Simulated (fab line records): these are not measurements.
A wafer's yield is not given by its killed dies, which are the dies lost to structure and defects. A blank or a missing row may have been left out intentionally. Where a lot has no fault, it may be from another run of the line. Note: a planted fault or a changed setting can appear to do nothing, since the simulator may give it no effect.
Split-lot study    flow n5_finfet    21 wafers read from 7 lots, route of 1938 steps

== ABOUT THE SPLIT ==
At N5_HKMG_FIN_DESCUM_17 (chemistry O2, time 7.9 s), the setting time_s was moved away from the recipe's 7.9 s on 5 of the 21 wafers read, by -17.6% to +19.9%. All remaining wafers had this setting at the recipe value.

The reading is taken at the split's own step.

== THE READING ==
CAR-ArF_of_HKMG_FIN_COAT_06.thk_nm (the simulator's own value, which no gauge read), in nm, at N5_HKMG_FIN_DESCUM_17 (chemistry O2, time 7.9 s). No usual value for it is given in the file. Here, 16 wafers ran the recipe; their average is 83.6 nm with a standard deviation of 0.36 nm.

wafer   tool, chamber at the split  time_s as run, s  against the recipe  CAR-ArF_of_HKMG_FIN_COAT_06.thk_nm, nm  against lot-mates on the recipe
L075.1  rie_diel-01, 3,0            7.9               recipe              83.8                                    -
L075.4  rie_diel-01, 3,0            7.9               recipe              83.8                                    -
L075.5  rie_diel-01, 2              7.9               recipe              83.4                                    -
L076.1  rie_diel-04, 2,0            7.9               recipe              83.2                                    -
L076.5  rie_diel-04, 2,0            7.9               recipe              83.2                                    -
L076.2  rie_diel-04, 1              9.475             +19.9%              82.4                                    -0.8
L081.1  rie_diel-04, 3              6.506             -17.6%              83.8                                    +0.8
L081.2  rie_diel-04, 1              7.9               recipe              83                                      -
L081.4  rie_diel-04, 1              6.506             -17.6%              84.2                                    +1.2
L085.1  rie_diel-01, 3              6.834             -13.5%              84.4                                    +1.0
L085.4  rie_diel-01, 2              7.9               recipe              83.4                                    -
L085.5  rie_diel-01, 0              6.834             -13.5%              84                                      +0.6
L086.2  rie_diel-02, 3              7.9               recipe              84                                      -
L086.3  rie_diel-02, 0,2            7.9               recipe              84.2                                    -
L086.4  rie_diel-02, 0,2            7.9               recipe              84.2                                    -
L088.2  rie_diel-02, 0,2,2          7.9               recipe              83.4                                    -
L088.4  rie_diel-02, 0,2,2          7.9               recipe              83.4                                    -
L088.5  rie_diel-02, 0,2,2          7.9               recipe              83.4                                    -
L095.4  rie_diel-04, 1              7.9               recipe              84                                      -
L095.5  rie_diel-04, 3              7.9               recipe              83.8                                    -
L095.6  rie_diel-04, 2              7.9               recipe              83.4                                    -
If several chambers appear in one row, that row covers several wafers at once and the file leaves open which wafer was in which chamber.

THE FIT
A straight line over all 21 wafers: CAR-ArF_of_HKMG_FIN_COAT_06.thk_nm changes by -0.0405 nm for each +1% of time_s; r = -0.67; the points scatter about the line by 0.37 nm.
The same after taking each lot's own level away (the mean of its wafers on the recipe; 21 wafers): -0.0517 nm for each +1%; r = -0.93; scatter 0.17 nm.
The reading moves by 1 nm for the largest change in time_s, on that fit.
Across the lots, their own levels run from 83.00 to 84.13 nm, a range of 3.1 times the standard deviation given above.
So the lot-to-lot level blurs the effect unless lot-mates are compared.
Check: with one of the wafers moved furthest among these (+19.9%) left out of the fit, the line predicts -1.15 nm for it against its lot-mates. It came out at -0.8 nm against them.

== OTHER SPLITS ON THESE WAFERS ==
Before the reading, these wafers also passed through other splits. Each is held against what the fit with the lots' levels taken away leaves over:
other split on the same wafers  wafers away from the commonest value  r with CAR-ArF_of_HKMG_FIN_COAT_06.thk_nm (lot level and that fit taken away)
N5_SDB_EXPOSE_08 dose_mj        11                                    +0.28

== THE FILE'S OWN FIT ==
CAR-ArF_of_HKMG_FIN_COAT_06.thk_nm changes by -0.0498 nm for each +1% of time_s, r = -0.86.
